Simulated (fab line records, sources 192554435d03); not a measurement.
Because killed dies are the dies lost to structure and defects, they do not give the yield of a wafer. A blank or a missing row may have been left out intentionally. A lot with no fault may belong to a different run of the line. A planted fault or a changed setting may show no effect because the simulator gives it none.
fab line records	flow n5Finfet
[record] lots = 7	wafers = 19	lastDay = 19
route steps=1938 shown BEOL_M11@1587 PASSIVATION@1936
lots untouched by any fault: they come from a run of this same line in which no faults occurred
startH: start of the lot's first displayed wafer, in hours after the record's first day	waitH: how many hours have passed since the lot's step before this one	" same as the row above	L1.1+2: a row that stands for several wafers	- no value, or no start was given	* or withheld: withheld	< > ~ a bound
route shown NAME@n: NAME is a module with steps in the file, n the number in the route of the first one	usual: the fault-free wafers' mean and standard deviation	same: alike in all rows	chamber/n: place in a boat	sites: each site's reading	_std_site: the standard deviation of these	_edge_site: inner sites' mean taken away from outer sites' mean	radiusMm: how far each site lies from the wafer's centre	mask NAME#n: copy n	behind: tool/chamber where the wafer was last shaped	hold: why the lot was held/for how many hours/how that ended	device: which transistor (n, p or np) failed to switch	end of line: the same wafers' tests at the end of the route	a step with no rows: only its recipe	killed: count of dies lost to structure and defects at first sort (not the wafer's yield)	map: a wafer's dies, x killed, . not, _ none there
set.NAME: the setting as run; set.NAME@STEP: as run at that earlier step	model.NAME: the simulator's own value behind a step, which no gauge read
certain route steps with their lots: each step a table, each wafer a row
services: the hour from which a tool's chamber was out of use, counted from the record's first day as startH (under 0 if before that day), plus the number of hours and why
[[steps]]
[step N5_BEOL_M11_CURE_72]
[recipe] tempC = 370	timeS = 120	ambient = DMADMS/He	material = SiCOH_lowk
[step N5_BEOL_M11_DEGAS_44]
[recipe] ambient = vacuum	tempC = 250	timeS = 60
[step N5_BEOL_M11_PRE_CLEAN_45]
[recipe] gas = H2/He	timeS = 30	tempC = 250
[usual] heaterPowerW = 321/25
[same] timeS = 30
lot.wafer	tool	chamber	startH	waitH	heaterPowerW
L527.3	pvdSputter-01	-	241.26	0.0	301
L527.5	"	-	"	"	297
L527.6	"	-	"	"	355
L529.2	pvdSputter-02	-	252.33	0.0	338
L529.3	"	-	"	"	304
L529.5	"	-	"	"	329
L538.3	pvdSputter-02	-	321.06	0.0	338
L538.6	"	-	"	"	337
L542.1	pvdSputter-02	-	341.27	0.0	303
L542.3	"	-	"	"	315
L542.6	"	-	"	"	309
L543.1	pvdSputter-01	-	341.80	0.0	302
L543.5	"	-	"	"	328
L526.1	pvdSputter-02	-	370.67	0.0	341
L526.4	"	-	"	"	299
L526.6	"	-	"	"	303
L546.2	pvdSputter-03	-	409.75	0.0	353
L546.5	"	-	"	"	336
L546.6	"	-	"	"	265
[step N5_BEOL_M11_ALD_74]
[recipe] material = TaN	targetThkA = 20	tempC = 275	aldPrecursorFamily = PDMAT	aldCoReactant = NH3	pressureTorr = 3	carrierFlowSccm = 1500	pulseTimeS = 2	purgeTimeS = 3	coReactantPurgeTimeS = 2	coReactantPulseTimeS = 3	aldCycles = 40	precursorVesselTempC = 75	precursorVesselPressureTorr = 26.25	precursorVesselCarrierSccm = 1000
[usual] heaterPowerW = 417/44
lot.wafer	tool	chamber	startH	waitH	heaterPowerW	sinceWetCleanH
L527.3	aldMetal-04	1	241.32	0.0	447	4520
L527.5	"	0	"	"	457	-
L527.6	"	3	"	"	362	-
L529.2	aldMetal-03	1	252.40	0.1	449	1454
L529.3	"	0	"	"	391	1454
L529.5	"	1	"	"	458	-
L538.3	aldMetal-02	0	321.35	0.3	474	3061
L538.6	"	3	"	"	307	-
L542.1	aldMetal-02	2	341.33	0.0	395	3081
L542.3	"	1	"	"	399	3081
L542.6	"	1	"	"	396	-
L543.1	aldMetal-04	3	341.88	0.1	358	4620
L543.5	"	2	"	"	454	-
L526.1	aldMetal-03	1	370.73	0.0	454	1572
L526.4	"	0	"	"	394	1572
L526.6	"	1	"	"	446	-
L546.2	aldMetal-04	0	409.81	0.0	464	4688
L546.5	"	0	"	"	463	-
L546.6	"	3	"	"	364	-
[step N5_BEOL_M11_SURFACE_TREAT_76]
[recipe] gas = Ar	timeS = *	ionEnergyEv = *	ionCurrentMaCm2 = 0.5	pressureMtorr = *	arFlowSccm = 30
[usual] throttleValvePct = *
[same] timeS = *
lot.wafer	tool	chamber	startH	waitH	throttleValvePct
L527.3	pvdSputter-02	-	241.79	0.3	*
L527.5	"	-	"	"	*
L527.6	"	-	"	"	*
L529.2	pvdSputter-02	-	254.26	1.7	*
L529.3	"	-	"	"	*
L529.5	"	-	"	"	*
L538.3	pvdSputter-03	-	322.69	1.2	*
L538.6	"	-	"	"	*
L542.1	pvdSputter-01	-	341.64	0.2	*
L542.3	"	-	"	"	*
L542.6	"	-	"	"	*
L543.1	pvdSputter-03	-	342.28	0.3	*
L543.5	"	-	"	"	*
L526.1	pvdSputter-01	-	371.11	0.2	*
L526.4	"	-	"	"	*
L526.6	"	-	"	"	*
L546.2	pvdSputter-03	-	410.17	0.2	*
L546.5	"	-	"	"	*
L546.6	"	-	"	"	*
[step N5_BEOL_M11_CVD_75]
[recipe] material = Co	targetThkA = 20	tempC = withheld	precursor = CCTBA/H2	pressureTorr = 30	timeS = 138.9
[step N5_BEOL_M11_SPUTTER_48]
[recipe] material = Cu	targetThkA = 120	tempC = -20	biasV = 60	powerW = 26000	chamberPressurePa = 0.13	timeS = 2
[usual] throttleValvePct = 29.3/1.2
[same] timeS = 2
lot.wafer	tool	chamber	startH	waitH	throttleValvePct
L527.3	pvdSputter-01	-	242.17	0.1	28.2
L527.5	"	-	"	"	31.7
L527.6	"	-	"	"	28.2
L529.2	pvdSputter-03	-	256.47	1.9	27.5
L529.3	"	-	"	"	27.9
L529.5	"	-	"	"	29.1
L538.3	pvdSputter-03	-	323.01	0.2	30.8
L538.6	"	-	"	"	27.3
L542.1	pvdSputter-01	-	342.16	0.3	29.5
L542.3	"	-	"	"	28.3
L542.6	"	-	"	"	29.4
L543.1	pvdSputter-01	-	342.54	0.1	31.5
L543.5	"	-	"	"	29.3
L526.1	pvdSputter-03	-	373.24	1.8	27.4
L526.4	"	-	"	"	29.2
L526.6	"	-	"	"	28.3
L546.2	pvdSputter-03	-	410.45	0.1	27.5
L546.5	"	-	"	"	27.9
L546.6	"	-	"	"	27.3
[step N5_BEOL_M11_ECD_50]
[recipe] material = Cu	targetThkA = 3180
[step N5_BEOL_M11_ANNEAL_51]
[recipe] tempC = 225	timeS = 90	ambient = N2
[step N5_BEOL_M11_CMP_52]
[recipe] stopOn = SiCOH_lowk	tOverpolishS = 7	downForcePsi = 1	platenRpm = 50	clearingPlatenDownForcePsi = 1.5	clearingPlatenRpm = 50	postCmpClean = cuAlkaline	targetThkNm = 140	clearingPlatenPadVelocityMS = 0.99484	padVelocityMS = 0.99484
[usual] barrierFieldEndpointS = 28.6/0.92	motorCurrentA = 5.7/0.6	overpolishRunS = 7.000/0.0085	timeToEndpointS = 66/4
lot.wafer	tool	chamber	startH	waitH	barrierFieldEndpointS	motorCurrentA	overpolishRunS	timeToEndpointS
L527.3	cmp-03	3	242.77	0.2	28.3	5.4	6.989	63
L527.6	"	1	"	"	28.0	5.2	7.003	67
L527.5	"	2	"	"	29.0	5.5	6.999	72
L529.2	cmp-01	1	257.20	0.3	27.7	5.0	6.996	64
L529.3	"	2	"	"	28.9	6.5	7.003	70
L529.5	"	0	"	"	29.6	6.0	6.988	70
L538.3	cmp-03	0	323.61	0.2	27.2	6.7	6.990	58
L538.6	"	2	"	"	29.6	5.8	6.985	68
L542.3	cmp-01	3	342.69	0.2	29.0	6.0	6.998	68
L542.1	"	1	"	"	28.1	5.3	6.999	65
L542.6	"	0	"	"	29.0	5.9	6.996	71
L543.1	cmp-03	0	343.08	0.3	27.5	6.4	6.996	62
L543.5	"	0	"	"	26.5	6.2	7.003	56
L526.1	cmp-01	1	374.15	0.6	27.5	5.0	6.997	65
L526.4	"	3	"	"	28.4	6.2	6.985	68
L526.6	"	1	"	"	28.4	5.3	7.009	65
L546.2	cmp-03	1	411.97	0.2	29.0	4.9	7.001	66
L546.6	"	0	"	"	27.7	6.4	7.001	59
L546.5	"	1	"	"	29.0	4.9	6.997	63
[step N5_BEOL_M11_THK_MEAS_53]
[recipe] thkMeasGauge = xrf	reads = Cu_of_BEOL_M11_ECD_50
[usual] M11_THK = 138/3.2
lot.wafer	tool	chamber	startH	waitH	M11_THK[nm]
L527.3	filmMetro-02	-	242.99	-	139
L527.5	"	-	"	"	138
L527.6	"	-	"	"	139
L529.2	filmMetro-01	-	257.42	-	138
L529.3	"	-	"	"	140
L529.5	"	-	"	"	140
L538.3	filmMetro-02	-	323.83	-	135
L538.6	"	-	"	"	140
L542.1	filmMetro-01	-	342.98	-	130
L542.3	"	-	"	"	140
L542.6	"	-	"	"	130
L543.1	filmMetro-02	-	343.38	-	143
L543.5	"	-	"	"	141
L526.1	filmMetro-02	-	374.41	-	139
L526.4	"	-	"	"	139
L526.6	"	-	"	"	136
L546.2	filmMetro-01	-	412.23	-	141
L546.5	"	-	"	"	142
L546.6	"	-	"	"	140
[step N5_BEOL_M11_PRE_CLEAN_55]
[recipe] gas = NH3	timeS = 15	tempC = withheld	rfPowerW = 300
[step N5_BEOL_M11_DEP_56]
[recipe] material = SiCN	targetThkA = 300	tempC = withheld	precursor = 3MS/NH3	pressureTorr = 3	rfW = 675	timeS = 10.5
[usual] showerheadPlenumPTorr = 4.154/0.009	throttleValvePct = 17.6/0.68
lot.wafer	tool	chamber	startH	waitH	showerheadPlenumPTorr	sinceWetCleanH	throttleValvePct	model.SiCN_of_BEOL_M11_DEP_56.thkNm
L527.3	pecvd-02	1	243.05	0.0	4.145	1672	17.9	29.2
L527.5	"	1	"	"	4.165	-	18.4	29.8
L527.6	"	0	"	"	4.163	-	18.2	30.2
L529.2	pecvd-04	1	257.49	0.0	4.161	1868	17.5	29.8
L529.3	"	2	"	"	4.163	89	17.0	29.8
L529.5	"	1	"	"	4.172	-	17.2	30
L538.3	pecvd-02	1	323.89	0.0	4.148	1753	18.0	21
L538.6	"	0	"	"	4.148	-	18.4	30.6
L542.1	pecvd-02	0	343.04	0.0	4.153	1047	18.0	29.8
L542.3	"	1	"	"	4.149	1772	18.2	20.6
L542.6	"	2	"	"	4.157	-	17.3	30.2
L543.1	pecvd-02	1	343.44	0.0	4.144	1772	17.9	30
L543.5	"	0	"	"	4.154	-	18.3	21.8
L526.1	pecvd-04	1	374.47	0.0	4.158	1985	17.4	29.6
L526.4	"	2	"	"	4.152	-	17.0	30.2
L526.6	"	1	"	"	4.154	-	17.3	30
L546.2	pecvd-04	2	412.29	0.0	4.152	244	17.6	29.8
L546.5	"	1	"	"	4.154	-	17.4	29.8
L546.6	"	0	"	"	4.157	-	18.1	30.2
[step N5_BEOL_M11_RS_MEAS_57]
[recipe] thkMeasGauge = four-point-probe	reads = Cu_of_BEOL_M11_ECD_50+Co_of_BEOL_M11_CVD_75+TaN_of_BEOL_M11_ALD_74
[usual] M11_RS = 0.151/0.0037
lot.wafer	tool	chamber	startH	waitH	M11_RS[ohm/sq]
L527.3	filmMetro-02	-	243.12	0.0	0.149
L527.5	"	-	"	"	0.150
L527.6	"	-	"	"	0.149
L529.2	filmMetro-01	-	257.55	0.0	0.152
L529.3	"	-	"	"	0.149
L529.5	"	-	"	"	0.149
L538.3	filmMetro-02	-	323.95	0.0	0.154
L538.6	"	-	"	"	0.148
L542.1	filmMetro-02	-	343.11	0.0	0.162
L542.3	"	-	"	"	0.148
L542.6	"	-	"	"	0.160
L543.1	filmMetro-02	-	343.50	0.0	0.146
L543.5	"	-	"	"	0.148
L526.1	filmMetro-01	-	374.53	0.0	0.150
L526.4	"	-	"	"	0.149
L526.6	"	-	"	"	0.153
L546.2	filmMetro-01	-	412.35	0.0	0.147
L546.5	"	-	"	"	0.147
L546.6	"	-	"	"	0.148
[step N5_PASSIVATION_PROBE_49]
[usual] defectLimitedYield = 91.0/1.3	killed_at_M0_to_M3 = 33/10	killed_at_M4_up = 14/5.6	killedAtContacts = 12/5.8	killedAtFrontEnd = 43/11	killedAtOther = 4.1/2.8	killedDies = 106/15	killedOnRim = 14/3.9	killedOpen = 70/12	killedShort = 34/7.5	sort_bin_5_function = 5.3/0.88	sort_bin_6_memory = 3.3/0.64	sortNPass = 1074/15	sortYieldPct = 91.0/1.3
[same] grossDies = 1180	killedAtBackSide = 0	sort_bin_4_leakage[%] = 0	sort_bin_8_speed[%] = 0
lot.wafer	tool	chamber	startH	waitH	defectLimitedYield[%]	killed_at_M0_to_M3	killed_at_M4_up	killedAtContacts	killedAtFrontEnd	killedAtOther	killedDies	killedOnRim	killedOpen	killedShort	sort_bin_5_function[%]	sort_bin_6_memory[%]	sortNPass	sortYieldPct[%]
L538.3	prober-01	-	364.96	0.1	90.7	31	4	14	52	9	110	15	69	40	5.2	3.7	1070	90.7
L538.6	prober-01	-	365.11	0.3	94.4	10	6	10	37	3	66	10	42	23	3.3	1.9	1114	94.4
L546.2	prober-01	-	450.01	0.1	90.8	45	7	8	37	11	108	10	68	35	5.2	3.5	1072	90.8
L546.5	prober-01	-	450.16	0.2	91.0	28	17	13	35	13	106	14	66	35	4.9	3.6	1074	91.0
L546.6	prober-01	-	450.21	0.3	91.4	36	8	12	36	9	101	15	60	38	4.5	3.2	1079	91.4
// killed by level:class
L538.3 FIN_SAQP:geometricParticle:open=14 MOL_CONTACT_COAG:geometricParticle:open=12 FIN_SAQP:geometricParticle:short=10 BEOL_M1:geometricParticle:open=7 STI_FIN_REVEAL:geometricParticle:open=6 BEOL_M0_SAQP:geometricParticle:open=6 BEOL_M0_SAQP:geometricParticle:short=6 BEOL_M2:geometricParticle:open=5
L538.6 FIN_SAQP:geometricParticle:open=15 FIN_SAQP:geometricParticle:short=7 MOL_CONTACT_COAG:geometricParticle:open=7 STI_FIN_REVEAL:geometricParticle:open=5 BEOL_M0_SAQP:geometricParticle:open=4 STARTING-WAFER:geometricParticle:short=4 MOL_CONTACT_COAG:geometricParticle:short=3 BEOL_M0_SAQP:geometricParticle:short=3
L546.2 FIN_SAQP:geometricParticle:open=14 BEOL_M0_SAQP:geometricParticle:open=10 BEOL_M2:geometricParticle:open=8 STI_FIN_REVEAL:geometricParticle:open=7 MOL_CONTACT_COAG:geometricParticle:open=6 BEOL_M0_SAQP:geometricParticle:short=6 BEOL_M1:geometricParticle:open=6 BEOL_M2:geometricParticle:short=6
L546.5 MOL_CONTACT_COAG:geometricParticle:open=9 STI_FIN_REVEAL:geometricParticle:open=9 BEOL_M1:geometricParticle:open=8 FIN_SAQP:geometricParticle:open=6 BEOL_M0_SAQP:geometricParticle:open=5 STARTING-WAFER:geometricParticle:short=5 MOL_CONTACT_COAG:geometricParticle:short=4 BEOL_M2:geometricParticle:open=4
L546.6 MOL_CONTACT_COAG:geometricParticle:open=10 STI_FIN_REVEAL:geometricParticle:open=9 BEOL_M3:geometricParticle:open=7 BEOL_M2:geometricParticle:open=7 BEOL_M0_SAQP:geometricParticle:short=5 BEOL_M1:geometricParticle:open=5 FIN_SAQP:geometricParticle:open=4 GATE_CUT:geometricParticle:short=4
[[services]]
tool	chamber	startH	hours	kind
cmp-01	-	229.65	3.2	repair
cmp-03	-	236.60	1.6	repair
cmp-01	-	238.96	0.3	repair
pecvd-02	0	260.35	2.1	scheduledDown
cmp-03	-	273.17	2.1	repair
pecvd-04	-	285.39	1.9	repair
pvdSputter-02	-	302.85	7.1	repair
cmp-03	-	303.06	0.2	repair
aldMetal-02	0	304.34	9.4	repair
pecvd-02	-	309.21	0.3	repair
pecvd-02	1	315.14	2.1	scheduledDown
pecvd-02	2	319.24	2.2	repair
cmp-01	-	320.16	4.0	pm
pvdSputter-01	-	320.59	12.8	repair
aldMetal-04	1	323.35	26.0	repair
cmp-01	-	324.16	-	consumableReplace:conditioner
cmp-01	-	324.16	-	consumableReplace:pad
cmp-01	-	328.86	4.3	repair
aldMetal-02	1	343.60	42.3	repair
aldMetal-02	3	346.31	3.3	repair
cmp-01	-	353.26	6.0	pm
cmp-03	-	372.69	1.3	repair
aldMetal-03	-	406.05	14.6	pm
pvdSputter-02	-	406.65	1.3	repair
[[key]]
firstSign none at tools or gauges
[modelEffect] step = N5_BEOL_M11_DEP_56	value = SiCN_of_BEOL_M11_DEP_56.thkNm	without = 29.8	struck = 21.13
metAt N5_BEOL_M11_DEP_56
struckWafers L538.3,L542.3,L543.5
onsetBetween 243.05 323.89
[fault] kind = processParameterDrift	tool = pecvd-02	chamber = -	onsetH = 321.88	steps = N5_BEOL_M11_DEP_56	channel = timeS	offset = *	shape = step	endH = 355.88	scope = struckWafersOnly	actsIn = *	stated = *
